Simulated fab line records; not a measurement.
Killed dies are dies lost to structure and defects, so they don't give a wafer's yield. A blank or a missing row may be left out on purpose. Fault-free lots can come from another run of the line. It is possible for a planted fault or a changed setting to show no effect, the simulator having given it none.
Split-lot trial	flow n5_finfet	7 lots, 21 wafers read, on a route of 1938 steps

ON THE SPLIT
At N5_PASSIVATION_EXPOSE_27 (exposes mask PAD, defocus 0 nm), the setting dose_mj was moved away from the recipe's 32.3 on 8 of the 21 wafers read, by -3.9% to +5.9%. The other wafers ran this setting at the recipe's value.

FROM THE SPLIT TO THE READING: what the file shows between them, 3 steps
- N5_PASSIVATION_PEB_28
- N5_PASSIVATION_DEVELOP_29: develop time 60 s
- N5_PASSIVATION_HARDBAKE_31: time 120 s

THE READING
cd_nm (nm) at N5_PASSIVATION_CD_MEAS_30, where the cd target is 4000 nm. Fault-free wafers of this fab line usually give 3999.3 nm, standard deviation 1.6 nm.

wafer	tool, chamber at the split	dose_mj as run	against the recipe	cd_nm, nm	against lot-mates on the recipe
L076.1	krf_scanner-02, 0	32.3	recipe	3999.0	-
L076.4	krf_scanner-02, 0	32.3	recipe	3998.4	-
L076.6	krf_scanner-02, 0	32.3	recipe	3997.2	-
L077.2	krf_scanner-01, 0	32.3	recipe	3999.3	-
L077.3	krf_scanner-01, 0	32.3	recipe	3998.7	-
L077.6	krf_scanner-01, 0	32.3	recipe	4001.1	-
L082.1	krf_scanner-02, 0	32.3	recipe	3999.5	-
L082.4	krf_scanner-02, 0	33.38	+3.3%	4006.7	+7.8
L082.5	krf_scanner-02, 0	32.3	recipe	3998.4	-
L086.2	krf_scanner-02, 0	32.3	recipe	3997.7	-
L086.3	krf_scanner-02, 0	32.3	recipe	3996.7	-
L086.6	krf_scanner-02, 0	31.05	-3.9%	3993.1	-4.1
L093.1	krf_scanner-02, 0	33.92	+5.0%	4008.1	+11.7
L093.2	krf_scanner-02, 0	32.3	recipe	3997.9	-
L093.6	krf_scanner-02, 0	32.3	recipe	3994.8	-
L094.1	krf_scanner-01, 0	33.29	+3.1%	4006.5	+6.8
L094.3	krf_scanner-01, 0	33.29	+3.1%	4004.7	+5.0
L094.6	krf_scanner-01, 0	32.3	recipe	3999.7	-
L097.2	krf_scanner-02, 0	34.2	+5.9%	4007.6	no lot-mate on the recipe
L097.3	krf_scanner-02, 0	34.2	+5.9%	4006.4	no lot-mate on the recipe
L097.5	krf_scanner-02, 0	34.2	+5.9%	4006.9	no lot-mate on the recipe

THE FIT
A straight line over all 21 wafers: cd_nm changes by +1.64 nm for each +1% of dose_mj; r = +0.93; the points scatter about the line by 1.7 nm.
The same after taking each lot's own level away (the mean of its wafers on the recipe; 18 wafers): +1.89 nm for each +1%; r = +0.95; scatter 1.3 nm.
Per that fit: largest dose_mj move, reading shift of 11 nm.
The lots' own levels span 3996.35 to 3999.70 nm, that is 2.1 times the standard deviation above.
So the slope is not independent of the lot-to-lot level: the two fits are not the same.
Check: +8.83 nm against its lot-mates is what the line predicts for one of the wafers moved furthest among these (+5.0%) when that wafer is left out of the fit. Against them it came out at +11.7 nm.

THE OTHER SPLITS THESE WAFERS WENT THROUGH
Note: prior to the reading, these wafers also went through further splits. Each is held against what the fit with the lots' levels taken away leaves over:
other split on the same wafers	wafers away from the commonest value	r with cd_nm (lot level and that fit taken away)
N5_BEOL_M15_ILD_DEP_00 time_s	8	-0.01
N5_MIM_BOT_ETCH_ETCH_04 time_s	6	-0.10
N5_PASSIVATION_ETCH_15 bias_w	7	-0.04

THE FILE'S OWN FIT
cd_nm changes by +1.96 nm for each +1% of dose_mj, r = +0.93.
